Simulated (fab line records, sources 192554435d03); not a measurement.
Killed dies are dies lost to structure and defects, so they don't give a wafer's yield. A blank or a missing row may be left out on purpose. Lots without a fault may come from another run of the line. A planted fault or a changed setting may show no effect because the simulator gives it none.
Which tool did it? | flow n5_finfet | 24 lots, 72 wafers sampled, at 4 steps of a route of 1938

WHAT THE GAUGES READ, wafer by wafer
N5_BEOL_M9_CD_MEAS_11: target cd 64.1 nm.
lot  | measured     | on        | cd_nm (nm)
L074 | day 9 10:48  | cd_sem-01 | 62.7 63.8 62.7
L075 | day 10 04:01 | cd_sem-03 | 63.0 63.3 63.7
L077 | day 10 08:33 | cd_sem-02 | 62.6 62.7 62.8
L076 | day 10 22:57 | cd_sem-01 | 62.7 63.5 64.6
L081 | day 11 05:01 | cd_sem-03 | 63.3 62.9 63.1
L079 | day 11 06:16 | cd_sem-01 | 64.2 63.1 64.0
L080 | day 11 07:20 | cd_sem-01 | 62.8 62.6 62.9
L082 | day 12 08:14 | cd_sem-01 | 62.7 63.2 63.1
L078 | day 12 12:21 | cd_sem-03 | 64.2 64.4 62.7
L083 | day 12 15:12 | cd_sem-01 | 63.4 63.5 63.0
L084 | day 12 20:01 | cd_sem-02 | 63.4 63.4 63.5
L085 | day 13 10:52 | cd_sem-02 | 63.8 63.8 63.3
L086 | day 13 11:22 | cd_sem-01 | 63.9 63.3 62.7
L088 | day 13 20:35 | cd_sem-01 | 64.2 62.4 64.1
L087 | day 14 04:58 | cd_sem-02 | 64.1 63.4 63.6
L090 | day 14 15:07 | cd_sem-01 | 64.1 64.3 64.0
L089 | day 14 23:43 | cd_sem-02 | 64.1 63.4 63.1
L091 | day 15 04:59 | cd_sem-03 | 62.6 63.3 62.9
L092 | day 15 14:16 | cd_sem-02 | 62.2 63.7 63.3
L095 | day 15 17:59 | cd_sem-03 | 63.7 63.8 62.9
L093 | day 15 18:13 | cd_sem-02 | 63.3 64.5 63.0
L094 | day 15 18:31 | cd_sem-03 | 63.3 63.5 63.6
L097 | day 15 23:46 | cd_sem-03 | 63.2 63.7 64.2
L096 | day 16 03:20 | cd_sem-01 | 63.3 62.9 63.9

N5_BEOL_M10_CD_MEAS_11: target cd 64.1 nm.
lot  | measured     | on        | cd_nm (nm)
L074 | day 10 03:55 | cd_sem-02 | 65.0 65.2 64.3
L075 | day 10 12:49 | cd_sem-03 | 65.3 64.3 66.0
L077 | day 10 20:46 | cd_sem-03 | 65.6 65.7 64.3
L076 | day 11 15:31 | cd_sem-01 | 65.1 64.8 64.5
L081 | day 11 16:01 | cd_sem-01 | 64.5 64.0 64.8
L079 | day 11 15:41 | cd_sem-01 | 64.9 65.5 64.8
L080 | day 11 18:56 | cd_sem-02 | 64.4 64.4 64.2
L082 | day 12 14:53 | cd_sem-01 | 64.1 64.6 64.6
L078 | day 12 18:27 | cd_sem-01 | 62.8 63.9 63.2
L083 | day 12 22:56 | cd_sem-01 | 65.0 64.9 65.1
L084 | day 13 02:25 | cd_sem-01 | 64.8 64.1 64.7
L085 | day 13 17:29 | cd_sem-02 | 64.2 64.4 64.5
L086 | day 13 20:16 | cd_sem-02 | 64.6 64.4 64.7
L088 | day 14 05:35 | cd_sem-02 | 65.9 65.1 65.3
L087 | day 14 14:23 | cd_sem-01 | 65.2 64.4 64.9
L090 | day 15 01:18 | cd_sem-03 | 64.5 65.2 64.4
L089 | day 15 08:03 | cd_sem-01 | 64.6 65.4 64.2
L091 | day 15 11:23 | cd_sem-01 | 63.7 63.9 64.9
L092 | day 15 23:57 | cd_sem-03 | 64.3 64.3 64.1
L095 | day 16 02:27 | cd_sem-03 | 64.8 64.5 64.1
L093 | day 16 02:14 | cd_sem-03 | 65.2 65.6 66.0
L094 | day 16 02:58 | cd_sem-03 | 64.9 64.7 64.3
L097 | day 16 10:35 | cd_sem-01 | 64.7 64.5 63.8
L096 | day 16 11:01 | cd_sem-03 | 64.1 64.7 65.8

WHICH TOOL RAN EACH LOT (tool, then ch and the chambers of the sampled wafers, then the start)
lot  | N5_BEOL_M9_DEGAS_44          | N5_BEOL_M9_DEP_56
L074 | pvd_sputter-03, day 9 22:54  | pecvd-02 ch 0,2, day 10 01:09
L075 | pvd_sputter-01, day 10 08:31 | pecvd-03 ch 0,1, day 10 10:00
L077 | pvd_sputter-03, day 10 16:31 | pecvd-02 ch 0,1, day 10 18:25
L076 | pvd_sputter-03, day 11 09:14 | pecvd-02 ch 0,2, day 11 10:41
L081 | pvd_sputter-02, day 11 10:53 | pecvd-04 ch 0,2, day 11 13:46
L079 | pvd_sputter-02, day 11 10:41 | pecvd-03 ch 1,2, day 11 12:12
L080 | pvd_sputter-01, day 11 11:17 | pecvd-02 ch 0,1,2, day 11 15:45
L082 | pvd_sputter-03, day 12 10:54 | pecvd-04 ch 0,1,2, day 12 12:23
L078 | pvd_sputter-01, day 12 14:48 | pecvd-04 ch 0,1, day 12 16:32
L083 | pvd_sputter-03, day 12 19:18 | pecvd-02 ch 0,1,2, day 12 21:08
L084 | pvd_sputter-03, day 12 22:41 | pecvd-02 ch 0,2, day 13 00:23
L085 | pvd_sputter-01, day 13 13:50 | pecvd-03 ch 0,1,2, day 13 16:00
L086 | pvd_sputter-02, day 13 14:41 | pecvd-02 ch 0,1,2, day 13 17:31
L088 | pvd_sputter-01, day 14 01:16 | pecvd-02 ch 0,1,2, day 14 03:01
L087 | pvd_sputter-01, day 14 09:23 | pecvd-04 ch 1,2, day 14 12:14
L090 | pvd_sputter-02, day 14 20:12 | pecvd-04 ch 1,2, day 14 23:30
L089 | pvd_sputter-01, day 15 03:59 | pecvd-04 ch 0,1,2, day 15 05:34
L091 | pvd_sputter-03, day 15 07:41 | pecvd-04 ch 0,1,2, day 15 09:23
L092 | pvd_sputter-01, day 15 18:34 | pecvd-04 ch 1,2, day 15 20:52
L095 | pvd_sputter-03, day 15 20:32 | pecvd-04 ch 1,2, day 16 00:10
L093 | pvd_sputter-03, day 15 20:25 | pecvd-04 ch 0,1, day 15 23:34
L094 | pvd_sputter-03, day 15 23:01 | pecvd-03 ch 0,1, day 16 00:45
L097 | pvd_sputter-02, day 16 02:23 | pecvd-03 ch 0,1,2, day 16 06:29
L096 | pvd_sputter-01, day 16 05:40 | pecvd-03 ch 0,1,2, day 16 07:17
- N5_BEOL_M9_DEGAS_44: time 60 s.
- N5_BEOL_M9_DEP_56: deposits SiCN from 3MS/NH3, target thk 15 nm, time 26.5 s.

WHAT THE TOOLS THEMSELVES READ (means of the sampled wafers that have a number; where no wafer has one, the mark that the record gives instead)
N5_BEOL_M9_DEGAS_44.
lot  | tool           | heater_power_w (W)
L074 | pvd_sputter-03 | 324
L075 | pvd_sputter-01 | 312
L077 | pvd_sputter-03 | 321
L076 | pvd_sputter-03 | 324
L081 | pvd_sputter-02 | 351
L079 | pvd_sputter-02 | 357
L080 | pvd_sputter-01 | 313
L082 | pvd_sputter-03 | 315
L078 | pvd_sputter-01 | 316
L083 | pvd_sputter-03 | 326
L084 | pvd_sputter-03 | 332
L085 | pvd_sputter-01 | 304
L086 | pvd_sputter-02 | 349
L088 | pvd_sputter-01 | 311
L087 | pvd_sputter-01 | 306
L090 | pvd_sputter-02 | 324
L089 | pvd_sputter-01 | 303
L091 | pvd_sputter-03 | 328
L092 | pvd_sputter-01 | 305
L095 | pvd_sputter-03 | 326
L093 | pvd_sputter-03 | 315
L094 | pvd_sputter-03 | 328
L097 | pvd_sputter-02 | 351
L096 | pvd_sputter-01 | 302

N5_BEOL_M9_DEP_56.
lot  | tool     | rf_fwd_power_W (W) | showerhead_plenum_p_Torr (Torr) | throttle_valve_pct (%)
L074 | pecvd-02 | 200.4              | 3.668                           | 9.03
L075 | pecvd-03 | 199.7              | 3.657                           | 8.96
L077 | pecvd-02 | 200.8              | 3.674                           | 8.77
L076 | pecvd-02 | 201.2              | 3.673                           | 9.01
L081 | pecvd-04 | 199.9              | 3.679                           | 8.99
L079 | pecvd-03 | 200.6              | 3.650                           | 9.10
L080 | pecvd-02 | 200.0              | 3.666                           | 9.05
L082 | pecvd-04 | 199.8              | 3.675                           | 9.06
L078 | pecvd-04 | 199.6              | 3.668                           | 9.11
L083 | pecvd-02 | 200.7              | 3.674                           | 8.89
L084 | pecvd-02 | 200.3              | 3.666                           | 8.94
L085 | pecvd-03 | 200.9              | 3.649                           | 9.00
L086 | pecvd-02 | 200.5              | 3.669                           | 9.20
L088 | pecvd-02 | 200.3              | 3.677                           | 9.07
L087 | pecvd-04 | 200.0              | 3.676                           | 9.16
L090 | pecvd-04 | 199.6              | 3.678                           | 9.30
L089 | pecvd-04 | 199.8              | 3.673                           | 9.25
L091 | pecvd-04 | 200.1              | 3.675                           | 9.05
L092 | pecvd-04 | 199.9              | 3.675                           | 9.31
L095 | pecvd-04 | 199.5              | 3.680                           | 9.33
L093 | pecvd-04 | 200.6              | 3.667                           | 9.07
L094 | pecvd-03 | 200.4              | 3.652                           | 9.20
L097 | pecvd-03 | 200.7              | 3.658                           | 9.01
L096 | pecvd-03 | 199.8              | 3.655                           | 9.02

THE ANSWER, worked out from the rows above alone
Rule: what is usual is taken from the lots themselves. Put in order of their means at a reading, lots are off if they are a third of the lots or fewer, leave a main group of 4 or more, and stand apart from it by a gap of 3 or more times the standard deviation of the main group's means; of several such gaps the widest counts. A main group whose means are all the same, to the digits that the tables above print for the reading, isn't used. A lot without any number at a reading at which 4 lots or more have one is off too. The other lots that the step has rows for count as sound. The gauges are gone through in route order, then the tools' own readings, and for those a lot's mean is taken as printed above. The first step at which some lot is off is used, and at that step the reading that is off furthest; a lot without a number counts as furthest.
No lot is off at any reading shown: from this, nothing can be told.

WHAT THE SIMULATOR HAD PUT IN
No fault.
